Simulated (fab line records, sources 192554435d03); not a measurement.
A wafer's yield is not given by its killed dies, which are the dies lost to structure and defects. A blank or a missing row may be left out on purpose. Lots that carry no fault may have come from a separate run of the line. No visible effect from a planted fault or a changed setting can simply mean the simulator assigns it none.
fab line records + flow n5_finfet
[record]
- lots = 7
- wafers = 39
route steps=1938 shown WELL_APT@31 FIN_SAQP@96 SD_EPI_N@269 HKMG_FIN@448 MOL_CONTACT_COAG@584 BEOL_M1@770 BEOL_M2@904 BEOL_M3@993 BEOL_M5@1160 BEOL_M8@1390 BEOL_M10@1526 BEOL_M15@1830
start_h: hours from the record's opening day to when the first of the lot's shown wafers began + wait_h: time in hours since the lot's previous step + " the same as in the row above + L1.1+2: one row covering several wafers at once + - no value present, or no start provided + * or withheld: withheld + < > ~ a bound
route shown NAME@n: names a module that has steps shown in the file, with the first one's number in the route + usual: average and standard deviation across the fault-free wafers + same: alike in all rows + chamber/n: place in a boat + sites: each site's reading + _std_site: the values' standard deviation + _edge_site: inner sites' mean taken away from outer sites' mean + radius_mm: how far each site lies from the wafer's centre + mask NAME#n: copy n + behind: the most recent tool/chamber to have shaped the wafer + hold: the reason the lot was held/the length of the hold in hours/how it ended + device: names the non-switching transistor (n, p or np) + end of line: at the end of the route, the tests of the same wafers + a step given without rows: its recipe and nothing more + killed: dies that structure and defects cost at the first sort, which is not the same as the wafer's yield + map: a wafer's dies, marking killed ones x, the rest . and places with no die _
set.NAME: the run value of the setting; set.NAME@STEP: its run value at that earlier step + model.NAME: the simulator's own value behind a step, which no gauge read
one table per step and one row per wafer, for lots whose settings were changed on purpose
[[steps]]
[step N5_WELL_APT_DESCUM_13]
[recipe]
- chemistry = O2
- time_s = 7.9
- source_power_w = 50
- bias_power_w = 20
- pressure_mtorr = 20
- rf_frequency_hz = 2.712e+07
- temp_c = 40
- o2_flow_sccm = 225
[step N5_FIN_SAQP_HM_DEP_03]
[recipe]
- material = SiNx
- target_thk_a = 380
- temp_c = 400
- precursor = SiH4/NH3/N2
- pressure_torr = 1.5
- rf_w = 300
- time_s = 33.6
[step N5_SD_EPI_N_DEVELOP_08]
[recipe]
- develop_time_s = 30
- developer = TMAH
- resist = CAR-ArF-block
- dev_temp_c = 23
- rinse_liquid = diw
- dry = air_spin
[step N5_HKMG_FIN_NWFM_ALD_20]
[recipe]
- material = TiAlC
- target_thk_a = 20
- temp_c = 300
- ald_precursor_family = TiCl4
- ald_co_reactant = TEA
- pulse_time_s = 3
- purge_time_s = 2
- co_reactant_purge_time_s = 2
- co_reactant_pulse_time_s = 10
- ald_cycles = 7
- pressure_torr = 3
[step N5_MOL_CONTACT_COAG_ETCHBACK_135]
[recipe]
- chemistry = CHF3
- target = SiO2
- target_depth_a = 250
- time_s = 16.7
- ion_energy_ev = 200
- pressure_mtorr = 30
- source_w = 610
- bias_w = 170
- Ar_flow_sccm = 200
- CHF3_flow_sccm = 50
[step N5_BEOL_M1_ETCH_64]
[recipe]
- chemistry = N2/H2
- target = SOC
- target_depth_a = 750
- overetch_a = 150
- mask_material = SiARC
- temp_c = 40
- time_s = 112.5
- ion_energy_ev = 200
- pressure_mtorr = 30
- source_w = 840
- bias_w = 150
- n2_flow_sccm = 200
- h2_flow_sccm = 200
[step N5_BEOL_M2_SPUTTER_48]
[recipe]
- material = Cu
- target_thk_a = 45
- temp_c = -20
- chamber_pressure_pa = 0.07
- power_w = withheld
- time_s = 8.29
[step N5_BEOL_M3_CVD_47]
[recipe]
- material = Co
- target_thk_a = 30
- temp_c = withheld
- precursor = CCTBA/H2
- pressure_torr = 30
- time_s = 223.8
[step N5_BEOL_M5_TRENCH_ETCH_37]
[recipe]
- chemistry = C4F6/O2
- target_depth_a = 716.52
- target = SiCOH_lowk
- time_s = 24.7
- ion_energy_ev = 250
- pressure_mtorr = 30
- source_w = 345
- bias_w = 185
- Ar_flow_sccm = 300
- C4F6_flow_sccm = 10
- O2_flow_sccm = 10
[step N5_BEOL_M8_SURFACE_TREAT_79]
[recipe]
- gas = Ar
- time_s = *
- ion_energy_ev = *
- ion_current_ma_cm2 = 0.5
- pressure_mtorr = *
- ar_flow_sccm = 30
[step N5_BEOL_M10_CVD_75]
[recipe]
- material = Co
- target_thk_a = 20
- temp_c = withheld
- precursor = CCTBA/H2
- pressure_torr = 30
- time_s = 138.9
[step N5_BEOL_M15_RC_MEAS_101]
[usual]
- SERP_M5 = 38.9/1.6
| lot.wafer | tool      | chamber | start_h | wait_h | set.time_s@WELL_APT_DESCUM_13 | set.time_s@FIN_SAQP_HM_DEP_03 | set.develop_time_s@SD_EPI_N_DEVELOP_08 | set.ald_cycles@HKMG_FIN_NWFM_ALD_20 | set.time_s@MOL_CONTACT_COAG_ETCHBACK_135 | set.time_s@BEOL_M1_ETCH_64 | set.target_thk_a@BEOL_M2_SPUTTER_48 | set.target_thk_a@BEOL_M3_CVD_47 | set.time_s@BEOL_M5_TRENCH_ETCH_37 | set.time_s@BEOL_M8_SURFACE_TREAT_79 | set.target_thk_a@BEOL_M10_CVD_75 | SERP_M5[ohm/um] |
|-----------|-----------|---------|---------|--------|-------------------------------|-------------------------------|----------------------------------------|-------------------------------------|------------------------------------------|----------------------------|-------------------------------------|---------------------------------|-----------------------------------|-------------------------------------|----------------------------------|-----------------|
| L075.1    | prober-02 | 0       | 251.28  | 0.0    | 7.9                           | 26.36                         | 30                                     | 7                                   | 16.7                                     | 157.9                      | 45                                  | 36.03                           | 24.7                              | *                                   | 30.05                            | 38.3            |
| L075.2    | "         | 0       | "       | "      | 9.837                         | 33.6                          | 30                                     | 7                                   | 16.7                                     | 157.9                      | 34.41                               | 30                              | 24.7                              | *                                   | 30.05                            | 38.8            |
| L075.3    | "         | 0       | "       | "      | 9.837                         | 33.6                          | 37.23                                  | 7                                   | 16.7                                     | 112.5                      | 45                                  | 30                              | 20.61                             | *                                   | 30.05                            | 48.4            |
| L075.4    | "         | 0       | "       | "      | 7.9                           | 33.6                          | 37.23                                  | 4                                   | 16.7                                     | 157.9                      | 45                                  | 36.03                           | 20.61                             | *                                   | 20                               | 49.9            |
| L075.5    | "         | 0       | "       | "      | 7.9                           | 26.36                         | 30                                     | 4                                   | 16.7                                     | 112.5                      | 34.41                               | 36.03                           | 24.7                              | *                                   | 20                               | 37.3            |
| L075.6    | "         | 0       | "       | "      | 9.837                         | 26.36                         | 37.23                                  | 4                                   | 16.7                                     | 112.5                      | 34.41                               | 30                              | 20.61                             | *                                   | 20                               | 48.5            |
| L084.1    | prober-02 | 0       | 308.23  | 0.0    | 6.096                         | 33.6                          | 30                                     | 7                                   | 16.7                                     | 112.5                      | 21.09                               | 30                              | 24.7                              | *                                   | 27                               | 39.3            |
| L084.2    | "         | 0       | "       | "      | 7.9                           | 33.6                          | 46.55                                  | 5                                   | 16.7                                     | 155.8                      | 21.09                               | 30                              | 24.7                              | *                                   | 27                               | 39.4            |
| L084.3    | "         | 0       | "       | "      | 6.096                         | 33.6                          | 30                                     | 7                                   | 16.7                                     | 155.8                      | 45                                  | 30                              | 24.7                              | *                                   | 20                               | 40.3            |
| L084.4    | "         | 0       | "       | "      | 6.096                         | 33.6                          | 46.55                                  | 5                                   | 16.7                                     | 112.5                      | 21.09                               | 30                              | 35.06                             | *                                   | 20                               | 24.6            |
| L084.5    | "         | 0       | "       | "      | 7.9                           | 33.6                          | 30                                     | 5                                   | 16.7                                     | 155.8                      | 45                                  | 30                              | 35.06                             | *                                   | 20                               | 24.4            |
| L084.6    | "         | 0       | "       | "      | 7.9                           | 33.6                          | 46.55                                  | 7                                   | 16.7                                     | 112.5                      | 45                                  | 30                              | 35.06                             | *                                   | 27                               | 23.9            |
| L085.1    | prober-01 | 0       | 314.76  | 0.0    | 7.9                           | 41.32                         | 30                                     | 7                                   | 11.15                                    | 86.71                      | 55.34                               | 30                              | 24.7                              | *                                   | 20                               | 37.0            |
| L085.2    | "         | 0       | "       | "      | 7.9                           | 41.32                         | 36.2                                   | 7                                   | 16.7                                     | 112.5                      | 55.34                               | 30                              | 24.7                              | *                                   | 25.86                            | 39.4            |
| L085.3    | "         | 0       | "       | "      | 7.9                           | 33.6                          | 30                                     | 10                                  | 16.7                                     | 112.5                      | 45                                  | 30                              | 24.7                              | *                                   | 25.86                            | 39.6            |
| L085.4    | "         | 0       | "       | "      | 7.9                           | 41.32                         | 36.2                                   | 10                                  | 11.15                                    | 112.5                      | 55.34                               | 30                              | 24.7                              | *                                   | 20                               | 39.4            |
| L085.5    | "         | 0       | "       | "      | 7.9                           | 33.6                          | 36.2                                   | 10                                  | 11.15                                    | 86.71                      | 45                                  | 30                              | 24.7                              | *                                   | 25.86                            | 39.4            |
| L085.6    | "         | 0       | "       | "      | 7.9                           | 33.6                          | 30                                     | 7                                   | 16.7                                     | 86.71                      | 45                                  | 30                              | 24.7                              | *                                   | 20                               | 39.5            |
| L088.1    | prober-01 | 0       | 329.01  | 0.0    | 9.463                         | 48.34                         | 30                                     | 5                                   | 24.14                                    | 85.69                      | 45                                  | 30                              | 16.97                             | *                                   | 20                               | 69.5            |
| L088.2    | "         | 0       | "       | "      | 7.9                           | 33.6                          | 30                                     | 7                                   | 24.14                                    | 85.69                      | 68.03                               | 30                              | 16.97                             | *                                   | 15.84                            | 67.7            |
| L088.3    | "         | 0       | "       | "      | 9.463                         | 33.6                          | 30                                     | 5                                   | 16.7                                     | 85.69                      | 45                                  | 30                              | 24.7                              | *                                   | 15.84                            | 41.8            |
| L088.4    | "         | 0       | "       | "      | 7.9                           | 48.34                         | 30                                     | 7                                   | 24.14                                    | 112.5                      | 68.03                               | 30                              | 24.7                              | *                                   | 20                               | 42.9            |
| L088.5    | "         | 0       | "       | "      | 9.463                         | 33.6                          | 30                                     | 7                                   | 16.7                                     | 112.5                      | 45                                  | 30                              | 16.97                             | *                                   | 15.84                            | 64.9            |
| L088.6    | "         | 0       | "       | "      | 7.9                           | 48.34                         | 30                                     | 5                                   | 16.7                                     | 112.5                      | 68.03                               | 30                              | 24.7                              | *                                   | 20                               | 41.1            |
| L089.1    | prober-02 | 0       | 346.15  | 0.6    | 7.9                           | 33.6                          | 30                                     | 7                                   | 16.7                                     | 112.5                      | 45                                  | 30                              | 24.7                              | *                                   | 20                               | 38.2            |
| L089.4    | "         | 0       | "       | "      | 7.9                           | 33.6                          | 30                                     | 7                                   | 16.7                                     | 112.5                      | 45                                  | 30                              | 24.7                              | *                                   | 20                               | 40.7            |
| L089.5    | "         | 0       | "       | "      | 7.9                           | 33.6                          | 30                                     | 7                                   | 16.7                                     | 112.5                      | 45                                  | 30                              | 24.7                              | *                                   | 20                               | 38.3            |
| L092.1    | prober-02 | 0       | 359.80  | 0.0    | 6.466                         | 33.6                          | 35.8                                   | 7                                   | 25.13                                    | 112.5                      | 45                                  | 30                              | 24.7                              | *                                   | 28.23                            | 40.7            |
| L092.2    | "         | 0       | "       | "      | 6.466                         | 18.58                         | 35.8                                   | 6                                   | 16.7                                     | 112.5                      | 71.43                               | 39.29                           | 17.84                             | *                                   | 20                               | 61.5            |
| L092.3    | "         | 0       | "       | "      | 7.9                           | 33.6                          | 30                                     | 6                                   | 25.13                                    | 171.9                      | 71.43                               | 30                              | 24.7                              | *                                   | 28.23                            | 37.7            |
| L092.4    | "         | 0       | "       | "      | 7.9                           | 18.58                         | 30                                     | 7                                   | 25.13                                    | 171.9                      | 45                                  | 39.29                           | 17.84                             | *                                   | 28.23                            | 60.2            |
| L092.5    | "         | 0       | "       | "      | 6.466                         | 33.6                          | 30                                     | 7                                   | 16.7                                     | 112.5                      | 71.43                               | 39.29                           | 24.7                              | *                                   | 20                               | 36.9            |
| L092.6    | "         | 0       | "       | "      | 7.9                           | 18.58                         | 35.8                                   | 6                                   | 16.7                                     | 171.9                      | 45                                  | 30                              | 17.84                             | *                                   | 20                               | 61.7            |
| L090.1    | prober-02 | 0       | 361.12  | 0.0    | 7.9                           | 43.82                         | 30                                     | 9                                   | 16.7                                     | 112.5                      | 69.3                                | 13.43                           | 24.7                              | *                                   | 20                               | 36.5            |
| L090.2    | "         | 0       | "       | "      | 7.9                           | 33.6                          | 34.92                                  | 9                                   | 16.7                                     | 169.3                      | 69.3                                | 30                              | 24.7                              | *                                   | 20                               | 39.0            |
| L090.3    | "         | 0       | "       | "      | 7.9                           | 33.6                          | 34.92                                  | 9                                   | 16.7                                     | 112.5                      | 45                                  | 30                              | 24.7                              | *                                   | 20                               | 38.8            |
| L090.4    | "         | 0       | "       | "      | 7.9                           | 43.82                         | 34.92                                  | 7                                   | 16.7                                     | 169.3                      | 69.3                                | 13.43                           | 24.7                              | *                                   | 20                               | 39.4            |
| L090.5    | "         | 0       | "       | "      | 7.9                           | 33.6                          | 30                                     | 7                                   | 16.7                                     | 112.5                      | 45                                  | 13.43                           | 24.7                              | *                                   | 20                               | 37.1            |
| L090.6    | "         | 0       | "       | "      | 7.9                           | 43.82                         | 30                                     | 7                                   | 16.7                                     | 169.3                      | 45                                  | 30                              | 24.7                              | *                                   | 20                               | 39.3            |
[[key]]
[split]
- step = N5_WELL_APT_DESCUM_13
- setting = time_s
- stated_as = 7.9
response none clear
[split]
- step = N5_FIN_SAQP_HM_DEP_03
- setting = time_s
- stated_as = 33.6
response none clear
[split]
- step = N5_SD_EPI_N_DEVELOP_08
- setting = develop_time_s
- stated_as = 30
response none clear
[split]
- step = N5_HKMG_FIN_NWFM_ALD_20
- setting = ald_cycles
- stated_as = 7
response none clear
[split]
- step = N5_MOL_CONTACT_COAG_ETCHBACK_135
- setting = time_s
- stated_as = 16.7
response none clear
[split]
- step = N5_BEOL_M1_ETCH_64
- setting = time_s
- stated_as = 112.5
response none clear
[split]
- step = N5_BEOL_M2_SPUTTER_48
- setting = target_thk_a
- stated_as = 45
response none clear
[split]
- step = N5_BEOL_M3_CVD_47
- setting = target_thk_a
- stated_as = 30
response none clear
[split]
- step = N5_BEOL_M5_TRENCH_ETCH_37
- setting = time_s
- stated_as = 24.7
[response]
- step = N5_BEOL_M15_RC_MEAS_101
- reading = SERP_M5
- slope = -0.564
- per = 1%
- together_with = all
- explained = 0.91
[split]
- step = N5_BEOL_M8_SURFACE_TREAT_79
- setting = time_s
- stated_as = *
response none clear
[split]
- step = N5_BEOL_M10_CVD_75
- setting = target_thk_a
- stated_as = 20
response none clear
